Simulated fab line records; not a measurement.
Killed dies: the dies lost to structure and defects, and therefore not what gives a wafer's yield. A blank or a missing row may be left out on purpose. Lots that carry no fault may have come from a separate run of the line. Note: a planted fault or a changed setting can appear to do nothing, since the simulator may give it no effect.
fab line records	flow nandHarc	part 1 of 2: steps 1 to 36 of 47
record: lots: 5	wafers: 15	lastDay: 27
route steps=1302 shown P_GATE@166
lots that met no fault: taken from a fault-free run of the same line
startH: the number of hours between the record's first day and the start of the first shown wafer of the lot	waitH: time in hours since the lot's previous step	" as in the row above	L1.1+2: a row that stands for several wafers	- no value, or no start given	* or withheld: withheld	< > ~ a bound
route shown NAME@n: NAME is a module with steps in the file, n the number in the route of the first one	usual: mean/standard deviation taken from wafers without a fault	same: alike in all rows	chamber/n: place in a boat	sites: readings site by site	_std_site: the standard deviation of these	_edge_site: the outer-site mean with the inner-site mean subtracted	radiusMm: how far each site lies from the wafer's centre	mask NAME#n: copy n	behind: the last tool/chamber to shape the wafer	hold: why the lot was held/for how many hours/how that ended	device: the n, p or np transistor that did not switch	end of line: at the end of the route, the tests of the same wafers	where a step has no rows: the recipe by itself	killed: count of dies lost to structure and defects at first sort (not the wafer's yield)	map: a wafer's dies, x killed, . not, _ none there
set.NAME: setting as actually run; set.NAME@STEP: the setting as run at that earlier step	model.NAME: the simulator's own value behind a step, which no gauge read
lots at some steps of the route; a table a step, a row a wafer
services: the hour from which a tool's chamber was out of use, counted from the record's first day as startH (under 0 if before that day), plus the number of hours and why
== steps ==
step: NHARC_P_GATE_EBR_42
lot.wafer	tool	chamber	startH	waitH
L075.1+4+6	lithoTrack-03	0	-	-
L076.1+2+4	lithoTrack-07	0	-	-
L077.1+3+5	lithoTrack-07	0	-	-
L080.1+2+5	lithoTrack-07	0	-	-
L083.1+5+6	lithoTrack-03	0	-	-
step: NHARC_P_GATE_EXPOSE_43
recipe: na: 0.6	targetCdNm: 720	doseMj: 14.81	maskId: P_NSD
lot.wafer	tool	chamber	startH	waitH	mask
L075.1+4+6	krfScanner-04	0	122.45	-	P_NSD#0
L076.1+2+4	krfScanner-01	0	124.33	-	P_NSD#0
L077.1+3+5	krfScanner-01	0	146.67	-	P_NSD#0
L080.1+2+5	krfScanner-01	0	165.50	-	P_NSD#0
L083.1+5+6	krfScanner-01	0	206.12	-	P_NSD#0
step: NHARC_P_GATE_PEB_44
recipe: pebTempC: 118	pebTimeS: 85
lot.wafer	tool	chamber	startH	waitH
L075.1+4+6	lithoTrack-07	0	122.52	0.1
L076.1+2+4	lithoTrack-03	0	124.40	0.1
L077.1+3+5	lithoTrack-03	0	146.74	0.1
L080.1+2+5	lithoTrack-02	0	165.56	0.1
L083.1+5+6	lithoTrack-03	0	206.18	0.1
step: NHARC_P_GATE_DEVELOP_45
recipe: timeS: 70
lot.wafer	tool	chamber	startH	waitH
L075.1+4+6	lithoTrack-07	0	-	-
L076.1+2+4	lithoTrack-03	0	-	-
L077.1+3+5	lithoTrack-03	0	-	-
L080.1+2+5	lithoTrack-02	0	-	-
L083.1+5+6	lithoTrack-03	0	-	-
step: NHARC_P_GATE_CD_MEAS_46
recipe: targetCdNm: 720	landingEnergyEv: 500
usual: cdNm: 719.4/2
lot.wafer	tool	chamber	startH	waitH	cdNm
L075.1	cdSem-01	0	122.61	-	718.2
L075.4	"	0	"	"	718.5
L075.6	"	0	"	"	719.0
L076.1	cdSem-02	0	124.49	-	717.3
L076.2	"	0	"	"	720.0
L076.4	"	0	"	"	717.3
L077.1	cdSem-01	0	146.83	-	715.8
L077.3	"	0	"	"	717.3
L077.5	"	0	"	"	715.5
L080.1	cdSem-03	0	165.66	-	722.4
L080.2	"	0	"	"	721.8
L080.5	"	0	"	"	718.1
L083.1	cdSem-03	0	206.27	-	716.8
L083.5	"	0	"	"	719.3
L083.6	"	0	"	"	718.9
step: NHARC_P_GATE_HARDBAKE_47
recipe: tempC: 125	timeS: 80
lot.wafer	tool	chamber	startH	waitH
L075.1+4+6	lithoTrack-07	0	122.69	-
L076.1+2+4	lithoTrack-07	0	124.57	-
L077.1+3+5	lithoTrack-02	0	146.91	-
L080.1+2+5	lithoTrack-03	0	165.75	-
L083.1+5+6	lithoTrack-03	0	206.35	-
step: NHARC_P_GATE_DESCUM_48
recipe: timeS: 3	o2FlowSccm: 200	arFlowSccm: 0	biasPowerW: 0	chemistry: O2
usual: drypumpMotorCurrentA: 5.8/0.49	oesProductAu: 1.000/0.0096	rfVppV: 57.6/0.91	showerheadPlenumPTorr: 1.89/0.077	throttleValvePct: 11.312/0.0096
lot.wafer	tool	chamber	startH	waitH	drypumpMotorCurrentA	oesProductAu	rfHoursCounterH	rfVppV	showerheadPlenumPTorr	throttleValvePct
L075.1	rieDiel-09	2	122.77	-	6.1	1.028	7.9	56.3	1.79	11.302
L075.6	"	3	"	"	6.3	1.017	-	57.9	1.79	11.315
L075.4	"	1	"	"	6.3	0.988	-	58.2	2.03	11.303
L076.1	rieDiel-01	1	124.66	-	6.1	0.989	1.6	57.3	1.84	11.309
L076.4	"	3	"	"	5.8	0.996	1.1	57.5	1.93	11.321
L076.2	"	0	"	"	6.4	0.987	1.2	56.3	1.96	11.329
L077.1	rieDiel-02	1	146.99	-	6.3	0.999	8.8	56.7	1.85	11.310
L077.3	"	3	"	"	5.3	1.015	7.6	58.6	2.01	11.304
L077.5	"	2	"	"	5.4	0.992	-	56.9	1.78	11.316
L080.2	rieDiel-02	3	165.84	-	5.3	1.007	8.3	58.9	2.01	11.323
L080.1	"	1	"	"	6.3	0.984	9.5	57.3	1.85	11.311
L080.5	"	3	"	"	5.3	1.005	-	58.1	2.01	11.331
L083.1	rieDiel-09	1	206.45	-	6.3	0.990	4.9	57.5	2.02	11.291
L083.6	"	0	"	"	5.5	0.992	-	57.1	1.89	11.311
L083.5	"	1	"	"	6.3	0.989	-	58.3	2.02	11.325
step: NHARC_P_GATE_IMPLANT_49
recipe: energyKev: 30	doseCm2: 3e+15	tiltDeg: 7
usual: beamEnergyKeV: 30.000/0.0086
same: implantIonAmu: 75
lot.wafer	tool	chamber	startH	waitH	beamEnergyKeV
L075.1	implanter-01	0	122.94	0.2	30.007
L075.4	"	0	"	"	29.998
L075.6	"	0	"	"	30.012
L076.1	implanter-01	0	124.89	0.2	29.987
L076.2	"	0	"	"	30.005
L076.4	"	0	"	"	29.996
L077.1	implanter-01	0	147.14	0.1	29.994
L077.3	"	0	"	"	30.011
L077.5	"	0	"	"	30.001
L080.1	implanter-01	0	165.98	0.1	30.011
L080.2	"	0	"	"	30.001
L080.5	"	0	"	"	30.013
L083.1	implanter-02	0	206.58	0.1	30.006
L083.5	"	0	"	"	30.015
L083.6	"	0	"	"	30.007
step: NHARC_P_GATE_STRIP_111
recipe: powerW: 1500	tempC: 110	timeS: 250	chemistry: N2/H2
usual: drypumpMotorCurrentA: 5.8/0.4	heaterPowerW: 84/6
lot.wafer	tool	chamber	startH	waitH	drypumpMotorCurrentA	heaterPowerW	rfHoursCounterH
L075.1	plasmaAsher-02	1	123.16	0.2	6.1	82	8
L075.4	"	0	"	"	5.9	91	-
L075.6	"	0	"	"	5.8	94	-
L076.1	plasmaAsher-02	1	125.12	0.2	6.1	82	8
L076.2	"	0	"	"	5.8	89	8
L076.4	"	1	"	"	6.1	81	-
L077.1	plasmaAsher-01	0	147.36	0.2	5.2	85	29
L077.3	"	1	"	"	6.2	80	-
L077.5	"	1	"	"	6.2	76	-
L080.1	plasmaAsher-02	0	166.20	0.2	5.8	93	15
L080.2	"	1	"	"	6.2	86	15
L080.5	"	1	"	"	6.1	83	-
L083.1	plasmaAsher-02	0	206.80	0.2	5.8	91	27
L083.5	"	0	"	"	5.8	93	-
L083.6	"	1	"	"	6.1	84	-
step: NHARC_P_GATE_STRIP_75
recipe: powerW: 1500	tempC: 250	chemistry: O2
usual: drypumpMotorCurrentA: 5.8/0.4	heaterPowerW: 313/22
lot.wafer	tool	chamber	startH	waitH	drypumpMotorCurrentA	heaterPowerW	rfHoursCounterH
L075.1	plasmaAsher-02	1	123.46	0.3	6.1	312	8
L075.4	"	0	"	"	5.8	342	-
L075.6	"	0	"	"	5.8	347	-
L076.1	plasmaAsher-02	1	125.42	0.3	6.2	299	8
L076.2	"	0	"	"	5.8	342	8
L076.4	"	1	"	"	6.1	305	-
L077.1	plasmaAsher-01	0	147.66	0.3	5.2	316	29
L077.3	"	1	"	"	6.2	299	-
L077.5	"	1	"	"	6.2	284	-
L080.1	plasmaAsher-02	0	166.49	0.2	5.8	346	16
L080.2	"	1	"	"	6.1	308	16
L080.5	"	1	"	"	6.1	307	-
L083.1	plasmaAsher-02	0	207.10	0.2	5.9	340	27
L083.5	"	0	"	"	5.8	343	-
L083.6	"	1	"	"	6.2	315	-
step: NHARC_P_GATE_STRIP_50
recipe: timeS: 900	tempC: 130	chemistry: SPM
lot.wafer	tool	chamber	startH	waitH
L075.6+1+4	wetBench-01	4,5,7	123.62	0.1
L076.1+2+4	wetBench-06	6,2,3	125.57	0.1
L077.5+1+3	wetBench-01	4,5,6	147.86	0.1
L080.2+5+1	wetBench-02	7,0,2	166.64	0.1
L083.1+5+6	wetBench-02	1,3,5	207.25	0.1
step: NHARC_P_GATE_DEHYDRATE_51
recipe: tempC: 150	timeS: 120
lot.wafer	tool	chamber	startH	waitH
L075.1+4+6	lithoTrack-02	0	123.96	-
L076.1+2+4	lithoTrack-03	0	125.92	-
L077.1+3+5	lithoTrack-03	0	148.21	-
L080.1+2+5	lithoTrack-03	0	166.99	-
L083.1+5+6	lithoTrack-07	0	207.60	-
step: NHARC_P_GATE_HMDS_52
recipe: timeS: 30
lot.wafer	tool	chamber	startH	waitH
L075.1+4+6	lithoTrack-02	0	-	-
L076.1+2+4	lithoTrack-03	0	-	-
L077.1+3+5	lithoTrack-03	0	-	-
L080.1+2+5	lithoTrack-03	0	-	-
L083.1+5+6	lithoTrack-07	0	-	-
step: NHARC_P_GATE_COAT_53
recipe: spinRpm: 3000
lot.wafer	tool	chamber	startH	waitH
L075.1+4+6	lithoTrack-02	0	-	-
L076.1+2+4	lithoTrack-03	0	-	-
L077.1+3+5	lithoTrack-03	0	-	-
L080.1+2+5	lithoTrack-03	0	-	-
L083.1+5+6	lithoTrack-07	0	-	-
step: NHARC_P_GATE_SOFTBAKE_54
recipe: tempC: 122	timeS: 95
lot.wafer	tool	chamber	startH	waitH
L075.1+4+6	lithoTrack-02	0	-	-
L076.1+2+4	lithoTrack-03	0	-	-
L077.1+3+5	lithoTrack-03	0	-	-
L080.1+2+5	lithoTrack-03	0	-	-
L083.1+5+6	lithoTrack-07	0	-	-
step: NHARC_P_GATE_EBR_55
lot.wafer	tool	chamber	startH	waitH
L075.1+4+6	lithoTrack-02	0	-	-
L076.1+2+4	lithoTrack-03	0	-	-
L077.1+3+5	lithoTrack-03	0	-	-
L080.1+2+5	lithoTrack-03	0	-	-
L083.1+5+6	lithoTrack-07	0	-	-
step: NHARC_P_GATE_EXPOSE_56
recipe: na: 0.6	targetCdNm: 720	doseMj: 14.81	maskId: P_PSD
lot.wafer	tool	chamber	startH	waitH	mask
L075.1+4+6	krfScanner-02	0	124.23	-	P_PSD#0
L076.1+2+4	krfScanner-02	0	126.06	-	P_PSD#0
L077.1+3+5	krfScanner-04	0	148.48	-	P_PSD#0
L080.1+2+5	krfScanner-01	0	167.14	-	P_PSD#0
L083.1+5+6	krfScanner-04	0	207.74	-	P_PSD#0
step: NHARC_P_GATE_PEB_57
recipe: pebTempC: 118	pebTimeS: 85
lot.wafer	tool	chamber	startH	waitH
L075.1+4+6	lithoTrack-07	0	124.29	0.1
L076.1+2+4	lithoTrack-03	0	126.13	0.1
L077.1+3+5	lithoTrack-03	0	148.55	0.1
L080.1+2+5	lithoTrack-03	0	167.20	0.1
L083.1+5+6	lithoTrack-02	0	207.81	0.1
step: NHARC_P_GATE_DEVELOP_58
recipe: timeS: 70
lot.wafer	tool	chamber	startH	waitH
L075.1+4+6	lithoTrack-07	0	-	-
L076.1+2+4	lithoTrack-03	0	-	-
L077.1+3+5	lithoTrack-03	0	-	-
L080.1+2+5	lithoTrack-03	0	-	-
L083.1+5+6	lithoTrack-02	0	-	-
step: NHARC_P_GATE_CD_MEAS_59
recipe: targetCdNm: 720	landingEnergyEv: 500
usual: cdNm: 718.5/1.9
lot.wafer	tool	chamber	startH	waitH	cdNm
L075.1	cdSem-03	0	124.38	-	718.4
L075.4	"	0	"	"	718.3
L075.6	"	0	"	"	716.5
L076.1	cdSem-01	0	126.22	-	717.5
L076.2	"	0	"	"	718.4
L076.4	"	0	"	"	718.8
L077.1	cdSem-03	0	148.64	-	718.5
L077.3	"	0	"	"	718.9
L077.5	"	0	"	"	716.1
L080.1	cdSem-01	0	167.29	-	716.9
L080.2	"	0	"	"	717.8
L080.5	"	0	"	"	717.8
L083.1	cdSem-02	0	207.90	-	721.9
L083.5	"	0	"	"	722.7
L083.6	"	0	"	"	722.3
step: NHARC_P_GATE_HARDBAKE_60
recipe: tempC: 125	timeS: 80
lot.wafer	tool	chamber	startH	waitH
L075.1+4+6	lithoTrack-07	0	124.46	-
L076.1+2+4	lithoTrack-03	0	126.30	-
L077.1+3+5	lithoTrack-03	0	148.72	-
L080.1+2+5	lithoTrack-02	0	167.37	-
L083.1+5+6	lithoTrack-07	0	207.98	-
step: NHARC_P_GATE_DESCUM_61
recipe: timeS: 3	o2FlowSccm: 200	arFlowSccm: 0	biasPowerW: 0	chemistry: O2
usual: drypumpMotorCurrentA: 5.9/0.48	oesProductAu: 1.000/0.01	rfVppV: 57.6/0.87	showerheadPlenumPTorr: 1.89/0.079	throttleValvePct: 11.312/0.009
lot.wafer	tool	chamber	startH	waitH	drypumpMotorCurrentA	oesProductAu	rfHoursCounterH	rfVppV	showerheadPlenumPTorr	throttleValvePct
L075.1	rieDiel-09	2	124.54	-	6.1	1.015	7.9	57.6	1.79	11.308
L075.4	"	2	"	"	6.1	1.007	-	57.3	1.79	11.298
L075.6	"	1	"	"	6.3	0.977	-	58.7	2.03	11.318
L076.2	rieDiel-01	0	126.39	-	6.4	1.001	1.2	56.6	1.96	11.326
L076.1	"	1	"	"	6.2	0.995	1.6	56.0	1.84	11.300
L076.4	"	2	"	"	4.9	1.001	1.6	57.9	1.90	11.307
L077.1	rieDiel-02	2	148.80	-	5.4	0.994	6.5	56.6	1.78	11.307
L077.3	"	3	"	"	5.3	1.010	7.6	57.7	2.01	11.338
L077.5	"	3	"	"	5.3	0.999	-	59.0	2.01	11.298
L080.1	rieDiel-01	3	167.48	-	5.8	0.987	3.2	57.3	1.93	11.313
L080.2	"	0	"	"	6.4	1.009	3.3	58.1	1.96	11.320
L080.5	"	2	"	"	4.9	1.008	-	57.7	1.90	11.310
L083.1	rieDiel-09	0	208.06	-	5.5	0.990	4.3	57.8	1.89	11.305
L083.5	"	0	"	"	5.5	0.987	-	57.2	1.89	11.332
L083.6	"	1	"	"	6.3	0.992	-	57.8	2.02	11.327
step: NHARC_P_GATE_IMPLANT_62
recipe: energyKev: 20	doseCm2: 3e+15	tiltDeg: 7
usual: beamEnergyKeV: 19.998/0.0065
same: implantIonAmu: 49
lot.wafer	tool	chamber	startH	waitH	beamEnergyKeV
L075.1	implanter-01	0	124.71	0.2	20.003
L075.4	"	0	"	"	20.000
L075.6	"	0	"	"	20.008
L076.1	implanter-02	0	126.53	0.1	19.994
L076.2	"	0	"	"	19.983
L076.4	"	0	"	"	19.994
L077.1	implanter-01	0	148.94	0.1	19.987
L077.3	"	0	"	"	19.997
L077.5	"	0	"	"	19.991
L080.1	implanter-01	0	167.61	0.1	19.994
L080.2	"	0	"	"	19.998
L080.5	"	0	"	"	19.990
L083.1	implanter-02	0	208.20	0.1	19.996
L083.5	"	0	"	"	19.996
L083.6	"	0	"	"	20.000
step: NHARC_P_GATE_STRIP_112
recipe: powerW: 1500	tempC: 110	timeS: 200	chemistry: N2/H2
usual: drypumpMotorCurrentA: 5.8/0.41	heaterPowerW: 84/5.7
lot.wafer	tool	chamber	startH	waitH	drypumpMotorCurrentA	heaterPowerW	rfHoursCounterH
L075.1	plasmaAsher-01	1	124.98	0.2	6.2	79	25
L075.4	"	0	"	"	5.2	86	-
L075.6	"	0	"	"	5.2	87	-
L076.2	plasmaAsher-01	1	126.80	0.2	6.1	78	26
L076.1	"	0	"	"	5.2	88	26
L076.4	"	0	"	"	5.2	85	-
L077.1	plasmaAsher-01	1	149.16	0.2	6.2	76	29
L077.3	"	1	"	"	6.2	78	-
L077.5	"	1	"	"	6.2	77	-
L080.2	plasmaAsher-02	0	167.91	0.2	5.9	92	17
L080.1	"	1	"	"	6.1	80	17
L080.5	"	1	"	"	6.1	82	-
L083.1	plasmaAsher-02	1	208.43	0.2	6.2	82	27
L083.5	"	1	"	"	6.2	84	-
L083.6	"	0	"	"	5.9	91	-
step: NHARC_P_GATE_STRIP_76
recipe: powerW: 1500	tempC: 250	chemistry: O2
usual: drypumpMotorCurrentA: 5.8/0.41	heaterPowerW: 313/21
lot.wafer	tool	chamber	startH	waitH	drypumpMotorCurrentA	heaterPowerW	rfHoursCounterH
L075.1	plasmaAsher-01	1	125.20	0.2	6.1	294	26
L075.4	"	0	"	"	5.2	315	-
L075.6	"	0	"	"	5.2	315	-
L076.2	plasmaAsher-01	1	127.06	0.2	6.1	301	26
L076.1	"	0	"	"	5.2	330	26
L076.4	"	0	"	"	5.2	327	-
L077.1	plasmaAsher-01	1	149.42	0.2	6.2	291	30
L077.3	"	1	"	"	6.2	292	-
L077.5	"	1	"	"	6.2	288	-
L080.2	plasmaAsher-02	0	168.17	0.2	5.9	339	17
L080.1	"	1	"	"	6.1	309	17
L080.5	"	1	"	"	6.1	305	-
L083.1	plasmaAsher-02	1	208.69	0.2	6.1	303	28
L083.5	"	1	"	"	6.2	310	-
L083.6	"	0	"	"	5.8	340	-
step: NHARC_P_GATE_STRIP_63
recipe: timeS: 900	tempC: 130	chemistry: SPM
lot.wafer	tool	chamber	startH	waitH
L075.1+4+6	wetBench-02	3,4,5	125.35	0.1
L076.4+1+2	wetBench-02	1,5,6	127.21	0.1
L077.1+5+3	wetBench-06	1,2,6	149.56	0.1
L080.1+2+5	wetBench-02	6,0,1	168.32	0.1
L083.6+5+1	wetBench-01	6,0,1	208.83	0.1
step: NHARC_P_GATE_DEHYDRATE_83
recipe: tempC: 150	timeS: 120
lot.wafer	tool	chamber	startH	waitH
L075.1+4+6	lithoTrack-07	0	125.69	-
L076.1+2+4	lithoTrack-02	0	127.55	-
L077.1+3+5	lithoTrack-07	0	149.91	-
L080.1+2+5	lithoTrack-07	0	168.67	-
L083.1+5+6	lithoTrack-07	0	209.18	-
step: NHARC_P_GATE_HMDS_84
recipe: timeS: 30
lot.wafer	tool	chamber	startH	waitH
L075.1+4+6	lithoTrack-07	0	-	-
L076.1+2+4	lithoTrack-02	0	-	-
L077.1+3+5	lithoTrack-07	0	-	-
L080.1+2+5	lithoTrack-07	0	-	-
L083.1+5+6	lithoTrack-07	0	-	-
step: NHARC_P_GATE_COAT_85
recipe: spinRpm: 3000
lot.wafer	tool	chamber	startH	waitH
L075.1+4+6	lithoTrack-07	0	-	-
L076.1+2+4	lithoTrack-02	0	-	-
L077.1+3+5	lithoTrack-07	0	-	-
L080.1+2+5	lithoTrack-07	0	-	-
L083.1+5+6	lithoTrack-07	0	-	-
step: NHARC_P_GATE_SOFTBAKE_86
recipe: tempC: 122	timeS: 95
lot.wafer	tool	chamber	startH	waitH
L075.1+4+6	lithoTrack-07	0	-	-
L076.1+2+4	lithoTrack-02	0	-	-
L077.1+3+5	lithoTrack-07	0	-	-
L080.1+2+5	lithoTrack-07	0	-	-
L083.1+5+6	lithoTrack-07	0	-	-
step: NHARC_P_GATE_EBR_87
lot.wafer	tool	chamber	startH	waitH
L075.1+4+6	lithoTrack-07	0	-	-
L076.1+2+4	lithoTrack-02	0	-	-
L077.1+3+5	lithoTrack-07	0	-	-
L080.1+2+5	lithoTrack-07	0	-	-
L083.1+5+6	lithoTrack-07	0	-	-
step: NHARC_P_GATE_EXPOSE_88
recipe: na: 0.6	targetCdNm: 2000	doseMj: 11.87	maskId: P_HVN
lot.wafer	tool	chamber	startH	waitH	mask
L075.1+4+6	krfScanner-01	0	125.96	-	P_HVN#0
L076.1+2+4	krfScanner-04	0	127.82	-	P_HVN#0
L077.1+3+5	krfScanner-02	0	150.18	-	P_HVN#0
L080.1+2+5	krfScanner-01	0	168.81	-	P_HVN#0
L083.1+5+6	krfScanner-02	0	209.45	-	P_HVN#0
step: NHARC_P_GATE_PEB_89
recipe: pebTempC: 118	pebTimeS: 85
lot.wafer	tool	chamber	startH	waitH
L075.1+4+6	lithoTrack-07	0	126.02	0.1
L076.1+2+4	lithoTrack-07	0	127.89	0.1
L077.1+3+5	lithoTrack-07	0	150.25	0.1
L080.1+2+5	lithoTrack-02	0	168.88	0.1
L083.1+5+6	lithoTrack-03	0	209.51	0.1
step: NHARC_P_GATE_DEVELOP_90
recipe: timeS: 70
lot.wafer	tool	chamber	startH	waitH
L075.1+4+6	lithoTrack-07	0	-	-
L076.1+2+4	lithoTrack-07	0	-	-
L077.1+3+5	lithoTrack-07	0	-	-
L080.1+2+5	lithoTrack-02	0	-	-
L083.1+5+6	lithoTrack-03	0	-	-
step: NHARC_P_GATE_CD_MEAS_91
recipe: targetCdNm: 2000	landingEnergyEv: 500
usual: cdNm: 1999.3/1.6
lot.wafer	tool	chamber	startH	waitH	cdNm
L075.1	cdSem-01	0	126.11	-	2001.3
L075.4	"	0	"	"	1998.6
L075.6	"	0	"	"	2000.1
L076.1	cdSem-01	0	127.98	-	1999.5
L076.2	"	0	"	"	1999.4
L076.4	"	0	"	"	1998.1
L077.1	cdSem-02	0	150.34	-	1998.4
L077.3	"	0	"	"	1998.1
L077.5	"	0	"	"	1998.4
L080.1	cdSem-03	0	168.97	-	1999.0
L080.2	"	0	"	"	1998.6
L080.5	"	0	"	"	1998.3
L083.1	cdSem-02	0	209.60	-	2002.1
L083.5	"	0	"	"	2001.1
L083.6	"	0	"	"	2001.0
step: NHARC_P_GATE_HARDBAKE_92
recipe: tempC: 125	timeS: 80
lot.wafer	tool	chamber	startH	waitH
L075.1+4+6	lithoTrack-07	0	126.19	-
L076.1+2+4	lithoTrack-02	0	128.06	-
L077.1+3+5	lithoTrack-07	0	150.42	-
L080.1+2+5	lithoTrack-07	0	169.05	-
L083.1+5+6	lithoTrack-02	0	209.68	-
